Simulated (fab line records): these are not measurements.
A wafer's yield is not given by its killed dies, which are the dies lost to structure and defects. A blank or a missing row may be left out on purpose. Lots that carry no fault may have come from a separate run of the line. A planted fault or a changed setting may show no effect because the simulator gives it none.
One fault seen from 2 desks -- flow n5_finfet -- each desk holds nothing but its own numbers, with what lay behind them at the end

## METROLOGY DESK
Means of the sampled wafers that have a number, per lot and without regard to the tool the lot ran on: this is what the gauges read. If a lot's mean is further than 4 standard deviations from the usual mean, the lot is out of limits and carries the mark OUT (the distance appears in the brackets). Readings shown: 7 of its 12, picked as those furthest out on some lot.
Columns: A = CHAIN_V3 at N5_BEOL_M4_RC_MEAS_101, usual 226 ohm/link; B = CHAIN_V3_max_site at N5_BEOL_M4_RC_MEAS_101, usual 235 ohm/link; C = ION_N at N5_BEOL_M4_RC_MEAS_101, usual 677 uA/um; D = ION_P at N5_BEOL_M4_RC_MEAS_101, usual 464 uA/um; E = SS_N at N5_BEOL_M4_RC_MEAS_101, usual 72.0 mV/dec; F = SS_P at N5_BEOL_M4_RC_MEAS_101, usual 73.6 mV/dec; G = VT_P at N5_BEOL_M4_RC_MEAS_101, usual -249 mV
lot,first seen here,A,B,C,D,E,F,G
L279,day 8 02:11,224,230,679,462,72.8,74.4,-250
L282,day 8 14:33,235,249,669,467,71.6,73.5,-247
L283,day 9 03:02,231,242,680,464,72.1,73.6,-251
L286,day 10 00:06,228,239,676,464,72.0,73.6,-246
L287,day 10 05:03,233,244,678,469,71.4,73.9,-245
L289,day 10 12:13,245,253,659,447,72.4,73.1,-253
L290,day 11 04:28,212,220,676,464,71.2,73.1,-248
L292,day 11 05:20,238,242,681,462,72.8,73.1,-248
L291,day 11 07:12,254,264,673,455,72.1,73.8,-252
L293,day 11 08:13,266,274,671,458,71.9,74.1,-248
L296,day 12 09:49,268,276,660,458,71.7,73.4,-247
Result from this desk: across the 11 lots, nothing is out of limits.

## DESK OF THE TOOL OWNER: ald_metal-02
The tool's own readings at N5_BEOL_M4_ALD_84 (deposits TaN, pulse time 2 s, purge time 3 s, co reactant purge time 2 s): means of the sampled wafers that have a number, for each lot that ran on this tool. If a lot's mean is further than 4 standard deviations from the usual mean, the lot is out of limits and carries the mark OUT (the distance appears in the brackets).
Columns: A = heater_power_w at N5_BEOL_M4_ALD_84, usual 399 W
lot,first seen here,A
L289,day 10 08:41,438
L290,day 11 00:50,390
L291,day 11 03:42,414
L293,day 11 03:54,424
L296,day 12 06:22,390
Result from this desk: across the 5 lots, nothing is out of limits.

## PUT TOGETHER
The metrology desk saw nothing out of limits.
The desk of the tool owner found nothing out of limits.

## WHAT THE SIMULATOR HAD PUT IN
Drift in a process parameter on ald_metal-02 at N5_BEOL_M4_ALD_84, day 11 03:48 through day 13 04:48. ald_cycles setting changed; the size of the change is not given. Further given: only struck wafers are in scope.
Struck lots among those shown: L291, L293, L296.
